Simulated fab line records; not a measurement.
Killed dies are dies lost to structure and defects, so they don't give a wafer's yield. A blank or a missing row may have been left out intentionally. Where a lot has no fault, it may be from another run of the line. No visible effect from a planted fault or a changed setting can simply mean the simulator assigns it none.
Which tool is to blame? + flow n5_finfet + Sampling: 11 lots, 32 wafers, 5 of 1938 route steps

WHAT EACH GAUGE READ, for each wafer
N5_BEOL_M15_THK_MEAS_50: measures by xrf.
| lot  | measured     | on            | M15_THK (nm) |
|------|--------------|---------------|--------------|
| L973 | day 12 04:43 | film_metro-01 | 879 852 864  |
| L974 | day 12 09:25 | film_metro-02 | 870 843 853  |
| L975 | day 12 20:38 | film_metro-02 | 826 821 819  |
| L977 | day 12 22:29 | film_metro-02 | 869 827 831  |
| L979 | day 13 19:13 | film_metro-02 | 847 831 824  |
| L984 | day 14 16:33 | film_metro-01 | 827 852 854  |
| L991 | day 16 05:22 | film_metro-02 | 860 850 864  |
| L992 | day 16 21:37 | film_metro-01 | 854 868 848  |
| L994 | day 17 13:38 | film_metro-02 | 841 855 856  |
| L996 | day 17 22:01 | film_metro-02 | 848 895 891  |
| L995 | day 18 23:20 | film_metro-02 | 812 859      |

WHICH TOOL RAN EACH LOT (tool, then ch and the chambers of the sampled wafers, then the start)
| lot  | N5_BEOL_M15_STRIP_37                          | N5_BEOL_M15_PRE_CLEAN_42     | N5_BEOL_M15_SPUTTER_44       | N5_BEOL_M15_CMP_49            |
|------|-----------------------------------------------|------------------------------|------------------------------|-------------------------------|
| L973 | rie_diel-05 ch 0,2, day 12 03:34 or earlier   | pvd_sputter-01, day 12 03:34 | pvd_sputter-01, day 12 03:41 | cmp-04 ch 0,1,2, day 12 04:30 |
| L974 | rie_diel-04 ch 1,2,3, day 12 08:16 or earlier | pvd_sputter-03, day 12 08:16 | pvd_sputter-03, day 12 08:23 | cmp-01 ch 2,3, day 12 09:08   |
| L975 | rie_diel-04 ch 0,1,2, day 12 19:08 or earlier | pvd_sputter-03, day 12 19:08 | pvd_sputter-03, day 12 19:15 | cmp-04 ch 0,1, day 12 20:22   |
| L977 | rie_diel-04 ch 0,2,3, day 12 21:20 or earlier | pvd_sputter-02, day 12 21:20 | pvd_sputter-02, day 12 21:27 | cmp-03 ch 0,2,3, day 12 22:16 |
| L979 | rie_diel-05 ch 0,1,2, day 13 18:04 or earlier | pvd_sputter-01, day 13 18:04 | pvd_sputter-01, day 13 18:11 | cmp-04 ch 0,2,3, day 13 18:59 |
| L984 | rie_diel-05 ch 0,2, day 14 15:13 or earlier   | pvd_sputter-01, day 14 15:13 | pvd_sputter-01, day 14 15:20 | cmp-01 ch 2,3, day 14 16:15   |
| L991 | rie_diel-05 ch 0,2, day 16 04:13 or earlier   | pvd_sputter-03, day 16 04:13 | pvd_sputter-03, day 16 04:20 | cmp-01 ch 0,1,2, day 16 05:09 |
| L992 | rie_diel-04 ch 0,1, day 16 20:28 or earlier   | pvd_sputter-03, day 16 20:28 | pvd_sputter-03, day 16 20:35 | cmp-04 ch 1,3, day 16 21:22   |
| L994 | rie_diel-04 ch 1,2,3, day 17 12:28 or earlier | pvd_sputter-02, day 17 12:28 | pvd_sputter-02, day 17 12:35 | cmp-01 ch 0,1,2, day 17 13:20 |
| L996 | rie_diel-04 ch 1,2,3, day 17 20:52 or earlier | pvd_sputter-01, day 17 20:52 | pvd_sputter-01, day 17 20:59 | cmp-03 ch 2,3, day 17 21:43   |
| L995 | rie_diel-02 ch 2,3, day 18 22:01 or earlier   | pvd_sputter-02, day 18 22:01 | pvd_sputter-02, day 18 22:08 | cmp-01 ch 1,3, day 18 23:10   |
- N5_BEOL_M15_STRIP_37: strips in O2.
- N5_BEOL_M15_PRE_CLEAN_42: time 30 s.
- N5_BEOL_M15_SPUTTER_44: material Ta, target thk 15 nm, time 24.19 s.
- N5_BEOL_M15_CMP_49: polishes, stops on SiO2, t overpolish 4.9 s, target thk 850 nm.

THE ANSWER, worked out from the rows above alone
Rule: the lots themselves supply what counts as usual. The widest of any qualifying gaps counts: lots, ordered by their means at a reading, are off when they make up no more than a third of the lots, leave a main group of 4 or more, and stand apart from it by 3 or more times the standard deviation of that group's means. If all means in a main group match to the digits the tables above print for the reading, that group is not used. A lot without any number at a reading at which 4 lots or more have one is off too. The other lots that the step has rows for count as sound.
No lot is off on any of the readings shown, so nothing can be concluded from this.

WHAT WAS PUT IN BY THE SIMULATOR
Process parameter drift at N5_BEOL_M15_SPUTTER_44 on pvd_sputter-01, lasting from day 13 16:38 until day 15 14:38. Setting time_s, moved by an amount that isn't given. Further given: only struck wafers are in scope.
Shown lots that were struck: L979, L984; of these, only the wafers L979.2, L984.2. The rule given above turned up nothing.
